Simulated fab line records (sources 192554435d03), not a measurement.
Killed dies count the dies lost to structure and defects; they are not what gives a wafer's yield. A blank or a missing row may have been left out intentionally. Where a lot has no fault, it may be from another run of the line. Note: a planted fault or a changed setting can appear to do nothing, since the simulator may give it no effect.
fab line records	flow n5Finfet
record lots=7	wafers=19	lastDay=17
route steps=1938 shown BEOL_M10@1512 PASSIVATION@1936
lots untouched by any fault: they come from a run of this same line in which no faults occurred
startH: start of the lot's first displayed wafer, in hours after the record's first day	waitH: hours since the lot's step before	" same as the row above	L1.1+2: a single row standing in for several wafers	- no value present, or no start provided	* or withheld: withheld	< > ~ a bound
route shown NAME@n: a module of which the file shows steps, and the number in the route of the first	usual: mean/standard deviation taken from wafers without a fault	same: alike in all rows	chamber/n: place in a boat	sites: per-site readings	_std_site: standard deviation across them	_edge_site: outer sites' mean less inner sites'	radiusMm: for every site, how far away it sits from the centre of the wafer	mask NAME#n: copy n	behind: the last tool/chamber to shape the wafer	hold: cause of the lot's hold/its duration in hours/its outcome	device: the n, p or np transistor that did not switch	end of line: the tests these same wafers got at the end of their route	a step without rows: its recipe alone	killed: dies that structure and defects cost at the first sort, which is not the same as the wafer's yield	map: the dies of a wafer, with x for killed, . for not killed, _ for no die there
set.NAME: the run value of the setting; set.NAME@STEP: its run value at that earlier step	model.NAME: the simulator's own value behind a step, which no gauge read
lots seen at some steps along the route; tables by step, rows by wafer
services: from which hour (startH, from the record's first day; less than 0 if before it) a tool's chamber was out of use, for how many hours, and why
## steps
# step N5_BEOL_M10_TRENCH_ETCH_37
# recipe chemistry=C4F6/O2	targetDepthA=1488.3	target=SiCOH_lowk	timeS=48	ionEnergyEv=250	pressureMtorr=30	sourceW=345	biasW=185	Ar_flow_sccm=300	C4F6_flow_sccm=10	O2_flow_sccm=10
# usual biasW=185.0/0.54	drypumpMotorCurrentA=5.8/0.54	oes_o_777_au=0.79/0.048	oesProductAu=0.79/0.048	rfFwdPowerW=341.0/1.3	rfVppV=669/12	showerheadPlenumPTorr=2.87/0.094	throttleValvePct=21.06/0.23
lot.wafer	tool	chamber	startH	waitH	biasW	drypumpMotorCurrentA	oes_o_777_au	oesProductAu	rfFwdPowerW	rfHoursCounterH	rfVppV	showerheadPlenumPTorr	throttleValvePct
L708.1	rieDiel-03	1	-	-	185.3	6.5	0.78	0.76	344.0	125	653	2.85	21.33
L708.4	"	2	"	"	184.6	5.8	0.76	0.77	340.1	169	680	2.75	21.10
L708.6	"	0	"	"	185.3	5.5	0.87	0.89	340.6	-	674	2.91	20.88
L713.3	rieDiel-03	3	-	-	184.5	5.3	0.83	0.82	341.9	90	684	3.01	21.18
L713.5	"	3	"	"	184.8	5.3	0.82	0.82	342.2	-	682	3.01	21.18
L713.6	"	2	"	"	184.8	5.8	0.74	0.75	339.8	-	682	2.75	21.12
L722.2	rieDiel-03	2	-	-	184.2	5.8	0.73	0.74	340.3	201	681	2.74	21.13
L722.5	"	1	"	"	185.4	6.6	0.76	0.75	342.6	-	652	2.84	21.39
L727.5	rieDiel-01	3	-	-	186.0	5.5	0.73	0.75	341.8	-	674	2.84	21.26
L727.6	"	0	"	"	184.2	5.2	0.76	0.78	341.4	-	673	2.87	20.82
L726.4	rieDiel-06	2	-	-	184.6	5.1	0.71	0.68	340.6	222	655	2.69	21.09
L726.5	"	0	"	"	184.4	6.4	0.77	0.79	341.4	-	660	2.99	20.62
L726.6	"	1	"	"	185.2	5.7	0.86	0.81	340.2	-	662	2.88	21.02
L729.4	rieDiel-06	1	-	-	185.3	5.7	0.86	0.82	339.7	112	660	2.87	21.04
L729.5	"	2	"	"	184.8	5.1	0.71	0.68	340.7	-	653	2.69	21.07
L729.6	"	1	"	"	185.4	5.7	0.86	0.81	340.4	-	661	2.87	21.02
L730.1	rieDiel-03	2	-	-	184.7	5.8	0.72	0.73	340.9	217	681	2.73	21.15
L730.5	"	0	"	"	185.3	5.6	0.80	0.81	340.4	-	673	2.89	20.98
L730.6	"	1	"	"	185.2	6.6	0.75	0.73	341.8	-	650	2.83	21.42
# step N5_BEOL_M10_ETCH_41
# recipe chemistry=CH3F/O2	target=SiCN	targetDepthA=426	taperDeg=2	timeS=86	ionEnergyEv=120	maskMaterial=TiN	pressureMtorr=30	sourceW=395	biasW=75	Ar_flow_sccm=150	CH3F_flow_sccm=30	O2_flow_sccm=20
# usual biasW=74.99/0.23	drypumpMotorCurrentA=5.8/0.54	oesProductAu=0.79/0.049	rfFwdPowerW=392.1/1.3	rfVppV=297.6/1.5	showerheadPlenumPTorr=2.01/0.069	throttleValvePct=16.41/0.22
lot.wafer	tool	chamber	startH	waitH	biasW	drypumpMotorCurrentA	oesProductAu	rfFwdPowerW	rfHoursCounterH	rfVppV	showerheadPlenumPTorr	throttleValvePct
L708.1	rieDiel-03	1	-	-	75.23	6.6	0.78	393.1	125	297.9	2.00	16.67
L708.4	"	2	"	"	75.18	5.8	0.77	391.0	169	296.4	1.93	16.47
L708.6	"	0	"	"	74.89	5.6	0.88	392.8	-	297.9	2.05	16.22
L713.3	rieDiel-03	3	-	-	75.26	5.3	0.83	393.4	90	298.1	2.12	16.45
L713.5	"	3	"	"	74.83	5.3	0.83	393.0	-	299.7	2.12	16.47
L713.6	"	2	"	"	74.82	5.7	0.75	392.5	-	296.0	1.93	16.50
L722.2	rieDiel-03	2	-	-	74.89	5.7	0.73	393.4	201	294.3	1.92	16.51
L722.5	"	1	"	"	74.83	6.6	0.75	393.5	-	297.6	1.99	16.73
L727.5	rieDiel-01	3	-	-	75.28	5.5	0.74	393.8	-	296.3	2.00	16.61
L727.6	"	0	"	"	75.13	5.3	0.77	395.4	-	298.0	2.01	16.17
L726.4	rieDiel-06	2	-	-	75.04	5.1	0.68	389.1	222	296.6	1.88	16.55
L726.5	"	0	"	"	74.97	6.4	0.79	394.2	-	297.7	2.10	16.00
L726.6	"	1	"	"	75.11	5.7	0.82	393.4	-	296.1	2.02	16.41
L729.4	rieDiel-06	1	-	-	74.68	5.7	0.80	392.7	112	297.1	2.02	16.41
L729.5	"	2	"	"	75.16	5.1	0.67	390.4	-	294.8	1.88	16.55
L729.6	"	1	"	"	74.37	5.7	0.81	392.2	-	297.8	2.02	16.41
L730.1	rieDiel-03	2	-	-	74.78	5.7	0.72	389.0	217	294.8	1.92	16.57
L730.5	"	0	"	"	75.40	5.5	0.81	391.4	-	296.8	2.03	16.32
L730.6	"	1	"	"	75.19	6.5	0.73	394.8	-	297.7	1.99	16.74
# step N5_BEOL_M10_STRIP_77
# recipe chemistry=N2/H2	timeS=10	powerW=450	tempC=40	pressureMtorr=20	rfFrequencyHz=6e+07	biasPowerW=7	n2FlowSccm=200	h2FlowSccm=200
# step N5_BEOL_M10_OCD_MEAS_38
# usual trenchDepthNm=147.8/2.1
lot.wafer	tool	chamber	startH	waitH	trenchDepthNm
L708.1	ocd-01	-	214.13	-	146.2
L708.4	"	-	"	"	148.7
L708.6	"	-	"	"	143.9
L713.3	ocd-01	-	259.31	-	150.0
L713.5	"	-	"	"	151.4
L713.6	"	-	"	"	147.9
L722.2	ocd-02	-	305.22	-	147.2
L722.5	"	-	"	"	148.3
L727.5	ocd-02	-	339.12	-	146.1
L727.6	"	-	"	"	148.4
L726.4	ocd-02	-	339.29	-	145.6
L726.5	"	-	"	"	148.7
L726.6	"	-	"	"	149.1
L729.4	ocd-01	-	346.86	-	150.4
L729.5	"	-	"	"	144.9
L729.6	"	-	"	"	150.8
L730.1	ocd-01	-	349.89	-	148.8
L730.5	"	-	"	"	142.9
L730.6	"	-	"	"	147.9
# step N5_BEOL_M10_HM_STRIP_39
# recipe chemistry=peroxideTinStrip	material=TiN	targetDepthA=250	tempC=50	timeS=158
# step N5_BEOL_M10_SRD_40
# recipe timeS=30	tempC=23	rinseLiquid=diw	dry=ipaMarangoni
# step N5_BEOL_M10_PRECLEAN_42
# recipe chemistry=residueRemover	timeS=60	tempC=40
# step N5_BEOL_M10_SRD_43
# recipe timeS=30	tempC=23	rinseLiquid=diw	dry=ipaMarangoni
# step N5_BEOL_M10_CD_MEAS_35
# recipe targetCdNm=70	polarity=opening
# usual cdNm=70.2/0.86
lot.wafer	tool	chamber	startH	waitH	cdNm
L708.1	cdSem-01	-	214.29	0.0	69.7
L708.4	"	-	"	"	69.7
L708.6	"	-	"	"	70.4
L713.3	cdSem-02	-	259.47	0.0	70.1
L713.5	"	-	"	"	70.4
L713.6	"	-	"	"	71.1
L722.2	cdSem-02	-	305.37	0.0	70.2
L722.5	"	-	"	"	70.4
L727.5	cdSem-02	-	339.27	0.0	69.2
L727.6	"	-	"	"	69.2
L726.4	cdSem-03	-	339.44	0.0	69.3
L726.5	"	-	"	"	69.5
L726.6	"	-	"	"	69.5
L729.4	cdSem-03	-	347.01	0.0	70.1
L729.5	"	-	"	"	70.5
L729.6	"	-	"	"	70.7
L730.1	cdSem-02	-	350.04	0.0	71.2
L730.5	"	-	"	"	70.7
L730.6	"	-	"	"	70.5
# step N5_BEOL_M10_CURE_72
# recipe tempC=370	timeS=120	ambient=DMADMS/He	material=SiCOH_lowk
# usual lampPowerPct=52.31/0.052	wafer_temp_C_max=371.5/0.46
lot.wafer	tool	chamber	startH	waitH	lampPowerPct	wafer_temp_C_max
L708.1	uvCure-02	2	214.33	0.0	52.38	371.2
L708.4	"	2	"	"	52.18	371.4
L708.6	"	2	"	"	52.35	371.6
L713.3	uvCure-02	0	259.61	0.1	52.22	371.4
L713.5	"	0	"	"	52.31	371.4
L713.6	"	0	"	"	52.30	371.6
L722.2	uvCure-01	0	305.46	0.1	52.32	370.9
L722.5	"	0	"	"	52.30	371.3
L727.5	uvCure-03	2	339.59	0.3	52.38	371.5
L727.6	"	2	"	"	52.25	371.4
L726.4	uvCure-03	1	339.84	0.4	52.29	371.0
L726.5	"	1	"	"	52.41	371.1
L726.6	"	1	"	"	52.26	371.4
L729.4	uvCure-02	1	347.20	0.2	52.32	371.4
L729.5	"	1	"	"	52.25	371.7
L729.6	"	1	"	"	52.24	371.8
L730.1	uvCure-03	1	350.34	0.3	52.34	371.4
L730.5	"	1	"	"	52.33	370.9
L730.6	"	1	"	"	52.27	370.7
# step N5_BEOL_M10_DEGAS_44
# recipe ambient=vacuum	tempC=250	timeS=60
# step N5_BEOL_M10_PRE_CLEAN_45
# recipe gas=H2/He	timeS=30	tempC=250
# usual heaterPowerW=340/33
lot.wafer	tool	chamber	startH	waitH	heaterPowerW
L708.1	pvdSputter-03	-	214.95	0.0	399
L708.4	"	-	"	"	288
L708.6	"	-	"	"	293
L713.3	pvdSputter-01	-	261.83	0.0	355
L713.5	"	-	"	"	351
L713.6	"	-	"	"	334
L722.2	pvdSputter-01	-	306.05	0.0	315
L722.5	"	-	"	"	326
L727.5	pvdSputter-01	-	339.93	0.0	345
L727.6	"	-	"	"	360
L726.4	pvdSputter-03	-	340.37	0.0	389
L726.5	"	-	"	"	358
L726.6	"	-	"	"	275
L729.4	pvdSputter-02	-	347.43	0.0	319
L729.5	"	-	"	"	374
L729.6	"	-	"	"	324
L730.1	pvdSputter-01	-	350.98	0.0	358
L730.5	"	-	"	"	340
L730.6	"	-	"	"	360
# step N5_BEOL_M10_ALD_74
# recipe material=TaN	targetThkA=20	tempC=275	aldPrecursorFamily=PDMAT	aldCoReactant=NH3	pressureTorr=3	carrierFlowSccm=1500	pulseTimeS=2	purgeTimeS=3	coReactantPurgeTimeS=2	coReactantPulseTimeS=3	aldCycles=40	precursorVesselTempC=75	precursorVesselPressureTorr=26.25	precursorVesselCarrierSccm=1000
# usual aldCycles=40/0	heaterPowerW=408/28
lot.wafer	tool	chamber	startH	waitH	aldCycles	heaterPowerW	model.TaN_of_BEOL_M10_ALD_74.thkNm
L708.1	aldMetal-02	2	215.11	0.1	40	409	2
L708.4	"	1	"	"	40	376	2
L708.6	"	0	"	"	40	439	2
L713.3	aldMetal-02	2	261.90	0.0	40	397	2
L713.5	"	1	"	"	40	367	2
L713.6	"	2	"	"	40	418	2
L722.2	aldMetal-02	1	306.12	0.0	54	379	2.8
L722.5	"	0	"	"	40	443	2
L727.5	aldMetal-02	0	340.12	0.2	40	427	2
L727.6	"	3	"	"	54	390	2.8
L726.4	aldMetal-02	2	340.45	0.1	40	409	2
L726.5	"	1	"	"	40	363	2
L726.6	"	0	"	"	54	423	2.8
L729.4	aldMetal-01	1	347.49	0.0	40	418	2
L729.5	"	0	"	"	40	391	2
L729.6	"	3	"	"	40	398	2
L730.1	aldMetal-01	2	351.23	0.2	40	404	2
L730.5	"	1	"	"	40	415	2
L730.6	"	2	"	"	40	404	2
# step N5_BEOL_M10_SURFACE_TREAT_76
# recipe gas=Ar	timeS=*	ionEnergyEv=*	ionCurrentMaCm2=0.5	pressureMtorr=*	arFlowSccm=30
# usual throttleValvePct=*
lot.wafer	tool	chamber	startH	waitH	throttleValvePct
L708.1	pvdSputter-02	-	215.42	0.2	*
L708.4	"	-	"	"	*
L708.6	"	-	"	"	*
L713.3	pvdSputter-02	-	262.23	0.2	*
L713.5	"	-	"	"	*
L713.6	"	-	"	"	*
L722.2	pvdSputter-01	-	306.49	0.2	*
L722.5	"	-	"	"	*
L727.5	pvdSputter-01	-	340.31	0.1	*
L727.6	"	-	"	"	*
L726.4	pvdSputter-01	-	340.75	0.2	*
L726.5	"	-	"	"	*
L726.6	"	-	"	"	*
L729.4	pvdSputter-01	-	347.77	0.2	*
L729.5	"	-	"	"	*
L729.6	"	-	"	"	*
L730.1	pvdSputter-02	-	351.64	0.3	*
L730.5	"	-	"	"	*
L730.6	"	-	"	"	*
# step N5_PASSIVATION_PROBE_49
# usual defectLimitedYield=91.2/1.4	killed_at_M0_to_M3=32/10	killed_at_M4_up=14/6.2	killedAtContacts=12/6.3	killedAtFrontEnd=42/13	killedAtOther=4/3.4	killedDies=104/17	killedOpen=67/12	killedShort=34/8.1	sort_bin_4_leakage=0.02/0.13	sort_bin_5_function=5.2/0.93	sort_bin_6_memory=3.2/0.65	sortNPass=1075/16	sortYieldPct=91.1/1.4
# same grossDies=1180	killedAtBackSide=0	sort_bin_8_speed[%]=0
lot.wafer	tool	chamber	startH	waitH	defectLimitedYield[%]	killed_at_M0_to_M3	killed_at_M4_up	killedAtContacts	killedAtFrontEnd	killedAtOther	killedDies	killedOpen	killedShort	sort_bin_4_leakage[%]	sort_bin_5_function[%]	sort_bin_6_memory[%]	sortNPass	sortYieldPct[%]
L708.1	prober-01	-	264.56	0.1	90.9	30	24	7	38	8	107	75	30	0	5.7	3.1	1073	90.9
L708.4	prober-01	-	264.71	0.3	93.6	19	22	18	16	1	76	52	22	0	4.2	2.2	1104	93.6
L708.6	prober-01	-	264.81	0.4	92.0	30	9	14	40	1	94	64	27	0	5.0	2.9	1086	92.0
L713.3	prober-01	-	309.26	0.1	93.2	42	10	9	17	2	80	62	17	0	4.7	2.0	1100	93.2
L713.5	prober-01	-	309.36	0.2	90.6	33	16	5	51	6	111	66	38	0	5.3	3.5	1069	90.6
L713.6	prober-01	-	309.41	0.3	91.9	27	17	9	38	5	96	66	30	0	4.8	3.1	1084	91.9
L722.2	prober-01	-	350.39	0.1	90.8	59	7	8	27	7	108	70	37	0	5.7	2.9	1072	90.8
L726.4	prober-01	-	393.83	0.2	90.3	48	10	13	41	2	114	72	40	0	5.8	3.5	1066	90.3
L726.5	prober-01	-	393.88	0.2	90.4	39	15	17	38	4	113	85	28	0	5.5	3.8	1067	90.4
L726.6	prober-01	-	393.93	0.3	90.6	40	3	12	54	2	111	68	40	0	5.9	2.8	1069	90.6
L729.4	prober-02	-	400.56	0.2	89.9	31	22	10	49	7	119	70	49	0	5.8	3.6	1061	89.9
L729.5	prober-02	-	400.61	0.2	89.5	34	18	8	60	4	124	72	51	0	6.4	3.8	1056	89.5
L729.6	prober-02	-	400.66	0.3	91.9	38	18	8	28	4	96	65	31	0	4.4	3.6	1084	91.9
L730.1	prober-01	-	404.22	0.0	91.6	27	7	13	48	4	99	61	32	0	4.7	3.1	1081	91.6
L730.5	prober-01	-	404.42	0.2	91.9	29	12	4	32	18	95	55	38	0	4.3	3.2	1085	91.9
L730.6	prober-01	-	404.47	0.3	91.9	33	6	7	44	6	96	56	35	0	5.3	2.5	1084	91.9
# killed by level:class
L708.1 BEOL_M4:geometricParticle:open=13 BEOL_M3:geometricParticle:open=9 FIN_SAQP:geometricParticle:open=7 STI_FIN_REVEAL:geometricParticle:open=6 BEOL_M2:geometricParticle:open=6 FIN_SAQP:geometricParticle:short=5 MOL_CONTACT_COAG:geometricParticle:open=5 DUMMY_GATE:geometricParticle:short=4
L708.4 MOL_CONTACT_COAG:geometricParticle:open=14 BEOL_M4:geometricParticle:open=12 FIN_SAQP:geometricParticle:open=5 MOL_CONTACT_COAG:geometricParticle:short=4 BEOL_M0_SAQP:geometricParticle:short=4 BEOL_M0_SAQP:geometricParticle:open=4 BEOL_M5:geometricParticle:open=4 FIN_SAQP:geometricParticle:short=3
L708.6 STI_FIN_REVEAL:geometricParticle:open=16 MOL_CONTACT_COAG:geometricParticle:open=12 BEOL_M0_SAQP:geometricParticle:open=6 BEOL_M1:geometricParticle:open=6 FIN_SAQP:geometricParticle:open=5 DUMMY_GATE:geometricParticle:open=4 BEOL_M0_SAQP:geometricParticle:short=4 BEOL_M1:geometricParticle:short=4
L713.3 BEOL_M1:geometricParticle:open=11 BEOL_M0_SAQP:geometricParticle:open=9 MOL_CONTACT_COAG:geometricParticle:open=8 BEOL_M3:geometricParticle:open=7 BEOL_M0_SAQP:geometricParticle:short=5 BEOL_M2:geometricParticle:open=5 BEOL_M5:geometricParticle:open=4 FIN_SAQP:geometricParticle:open=3
L713.5 FIN_SAQP:geometricParticle:open=9 BEOL_M0_SAQP:geometricParticle:short=9 GATE_CUT:geometricParticle:short=6 BEOL_M0_SAQP:geometricParticle:open=6 BEOL_M1:geometricParticle:open=6 BEOL_M4:geometricParticle:open=6 BEOL_M6:geometricParticle:open=6 STARTING-WAFER:geometricParticle:open=6
L713.6 FIN_SAQP:geometricParticle:open=8 FIN_SAQP:geometricParticle:short=8 DUMMY_GATE:geometricParticle:open=7 MOL_CONTACT_COAG:geometricParticle:open=6 BEOL_M1:geometricParticle:open=6 BEOL_M4:geometricParticle:open=6 BEOL_M0_SAQP:geometricParticle:open=5 BEOL_M2:geometricParticle:open=5
L722.2 FIN_SAQP:geometricParticle:open=10 BEOL_M1:geometricParticle:open=10 BEOL_M3:geometricParticle:open=10 BEOL_M0_SAQP:geometricParticle:short=9 FIN_SAQP:geometricParticle:short=8 BEOL_M1:geometricParticle:short=7 BEOL_M2:geometricParticle:open=7 MOL_CONTACT_COAG:geometricParticle:open=6
L726.4 BEOL_M1:geometricParticle:open=13 MOL_CONTACT_COAG:geometricParticle:open=12 BEOL_M0_SAQP:geometricParticle:open=9 FIN_SAQP:geometricParticle:open=8 BEOL_M0_SAQP:geometricParticle:short=7 FIN_SAQP:geometricParticle:short=6 GATE_CUT:geometricParticle:short=6 BEOL_M1:geometricParticle:short=6
L726.5 MOL_CONTACT_COAG:geometricParticle:open=17 BEOL_M1:geometricParticle:open=13 STI_FIN_REVEAL:geometricParticle:open=11 BEOL_M3:geometricParticle:open=9 STARTING-WAFER:geometricParticle:open=7 FIN_SAQP:geometricParticle:short=6 BEOL_M0_SAQP:geometricParticle:short=5 BEOL_M4:geometricParticle:open=5
L726.6 FIN_SAQP:geometricParticle:short=16 FIN_SAQP:geometricParticle:open=15 STI_FIN_REVEAL:geometricParticle:open=13 BEOL_M1:geometricParticle:open=12 MOL_CONTACT_COAG:geometricParticle:open=9 BEOL_M0_SAQP:geometricParticle:short=7 BEOL_M1:geometricParticle:short=6 BEOL_M3:geometricParticle:open=5
L729.4 STI_FIN_REVEAL:geometricParticle:open=15 BEOL_M2:geometricParticle:open=14 FIN_SAQP:geometricParticle:open=10 BEOL_M4:geometricParticle:open=8 FIN_SAQP:geometricParticle:short=7 BEOL_M0_SAQP:geometricParticle:short=7 MOL_CONTACT_COAG:geometricParticle:open=6 STI_FIN_REVEAL:geometricParticle:short=4
L729.5 FIN_SAQP:geometricParticle:open=22 FIN_SAQP:geometricParticle:short=14 BEOL_M0_SAQP:geometricParticle:short=8 BEOL_M2:geometricParticle:open=7 BEOL_M3:geometricParticle:open=7 BEOL_M4:geometricParticle:open=7 BEOL_M0_SAQP:geometricParticle:open=6 STI_FIN_REVEAL:geometricParticle:open=5
L729.6 BEOL_M2:geometricParticle:open=17 BEOL_M0_SAQP:geometricParticle:open=7 STI_FIN_REVEAL:geometricParticle:open=6 BEOL_M4:geometricParticle:open=6 MOL_CONTACT_COAG:geometricParticle:open=5 FIN_SAQP:geometricParticle:short=4 BEOL_M2:geometricParticle:short=4 FIN_SAQP:geometricParticle:open=3
L730.1 MOL_CONTACT_COAG:geometricParticle:open=10 STI_FIN_REVEAL:geometricParticle:open=10 DUMMY_GATE:geometricParticle:open=8 BEOL_M2:geometricParticle:open=8 BEOL_M3:geometricParticle:open=7 STARTING-WAFER:geometricParticle:short=6 HKMG_FIN:areaEtch=6 MOL_CONTACT_COAG:geometricParticle:short=3
L730.5 PAD_METAL:geometricParticle:short=10 STI_FIN_REVEAL:geometricParticle:open=7 BEOL_M1:geometricParticle:open=6 BEOL_M0_SAQP:geometricParticle:short=5 BEOL_M3:geometricParticle:open=5 PASS1_CAP:geometricParticle:short=5 DUMMY_GATE:geometricParticle:open=4 ILD0:geometricParticle:open=4
L730.6 FIN_SAQP:geometricParticle:short=12 BEOL_M3:geometricParticle:open=8 BEOL_M2:geometricParticle:open=7 DUMMY_GATE:geometricParticle:open=6 STARTING-WAFER:geometricParticle:open=6 STI_FIN_REVEAL:geometricParticle:open=4 MOL_CONTACT_COAG:geometricParticle:open=4 BEOL_M0_SAQP:geometricParticle:short=4
## services
tool	chamber	startH	hours	kind
uvCure-01	-	207.63	14.6	pm
aldMetal-01	2	230.46	4.9	repair
uvCure-03	-	234.40	1.0	pm
aldMetal-02	-	274.41	0.6	repair
rieDiel-03	1	275.76	6.8	repair
uvCure-01	-	276.62	0.5	repair
aldMetal-02	-	283.85	14.6	pm
uvCure-03	-	297.98	0.5	repair
uvCure-02	-	311.98	9.2	pm
rieDiel-06	-	314.19	0.5	repair
rieDiel-03	3	322.30	12.5	repair
uvCure-01	-	328.72	28.1	pm
rieDiel-03	-	329.47	4.0	pm
## key
firstSign step=N5_BEOL_M10_ALD_74	reading=aldCycles	direction=up	sigmas=99+	usual=*	struck=*
effect none on later readings
modelEffect step=N5_BEOL_M10_ALD_74	value=TaN_of_BEOL_M10_ALD_74.thkNm	without=2	struck=2.8
metAt N5_BEOL_M10_ALD_74
struckWafers L722.2,L726.6,L727.6
onsetBetween 261.90 306.12
fault kind=processParameterDrift	tool=aldMetal-02	chamber=-	onsetH=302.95	steps=N5_BEOL_M10_ALD_74	channel=aldCycles	offset=*	shape=step	endH=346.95	scope=struckWafersOnly	actsIn=*	stated=*
